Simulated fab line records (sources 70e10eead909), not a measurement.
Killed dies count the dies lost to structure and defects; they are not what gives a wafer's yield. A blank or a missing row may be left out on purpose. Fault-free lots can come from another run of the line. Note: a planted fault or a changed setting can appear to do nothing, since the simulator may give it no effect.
Matching of chambers | flow nand-harc | 4 sister chambers for NHARC_A_M0_ETCH_34 on rie-diel-04
The step etches the open film in N2/H2, target depth 40 nm, overetch 12 nm, time 43.94 s. 14 wafers are shown with their chamber, then 7 later ones without.

== WAFERS, EACH WITH ITS CHAMBER ==
wafer  | chamber | showerhead-plenum-p-Torr (Torr) | drypump-motor-current-A (A) | rf-vpp-V (V)
L077.2 | 3       | 2.12                            | 5.2                         | 431.7
L077.3 | 1       | 2.01                            | 6.2                         | 429.8
L077.6 | 1       | 2.00                            | 6.2                         | 429.0
L078.1 | 0       | 1.93                            | 5.8                         | 428.4
L078.4 | 3       | 2.12                            | 5.1                         | 433.1
L078.5 | 1       | 2.01                            | 6.2                         | 428.9
L081.2 | 3       | 2.12                            | 5.1                         | 433.8
L081.3 | 2       | 2.10                            | 5.6                         | 433.5
L081.6 | 0       | 1.93                            | 5.9                         | 427.5
L084.3 | 2       | 2.10                            | 5.6                         | 433.8
L084.4 | 3       | 2.12                            | 5.2                         | 432.4
L084.6 | 3       | 2.12                            | 5.1                         | 432.6
L087.2 | 3       | 2.12                            | 5.2                         | 433.3
L087.5 | 2       | 2.10                            | 5.7                         | 432.3

SIGNATURES (means of the wafers above)
reading                  | chamber 0 | chamber 1 | chamber 2 | chamber 3 | scatter within a chamber
showerhead-plenum-p-Torr | 1.9300    | 2.0067    | 2.1000    | 2.1200    | 0.00258
drypump-motor-current-A  | 5.850     | 6.200     | 5.633     | 5.150     | 0.0516
rf-vpp-V                 | 427.950   | 429.233   | 433.200   | 432.817   | 0.7
Rule: for each reading, subtract the chamber's mean from the wafer's reading, divide by that reading's scatter and square the result; add these up over the readings and take the root, which gives the wafer's distance from the chamber. If the next closest chamber is less than 2 further off than the closest, the wafer can't be placed; otherwise it belongs to the closest. The scatter: the root of (the sum of the squares of (reading less its chamber's mean) over the shown wafers, divided by (wafers less chambers)).

== WAFERS WHOSE CHAMBER IS MISSING ==
wafer  | showerhead-plenum-p-Torr (Torr) | drypump-motor-current-A (A) | rf-vpp-V (V)
L087.6 | 2.12                            | 5.2                         | 432.7
L092.2 | 1.93                            | 5.8                         | 428.4
L092.4 | 2.10                            | 5.7                         | 432.5
L092.5 | 2.10                            | 5.7                         | 432.4
L094.1 | 2.00                            | 6.2                         | 430.1
L094.2 | 2.12                            | 5.1                         | 432.7
L094.4 | 2.10                            | 5.6                         | 433.3

== CHAMBER TAKEN BY EACH ==
wafer  | from the rows above | in truth
L087.6 | 3                   | 3
L092.2 | 0                   | 0
L092.4 | 2                   | 2
L092.5 | 2                   | 2
L094.1 | 1                   | 1
L094.2 | 3                   | 3
L094.4 | 2                   | 2
7 of 7 placed correctly. Left unplaced by these rows: 0. Wrongly placed: 0.
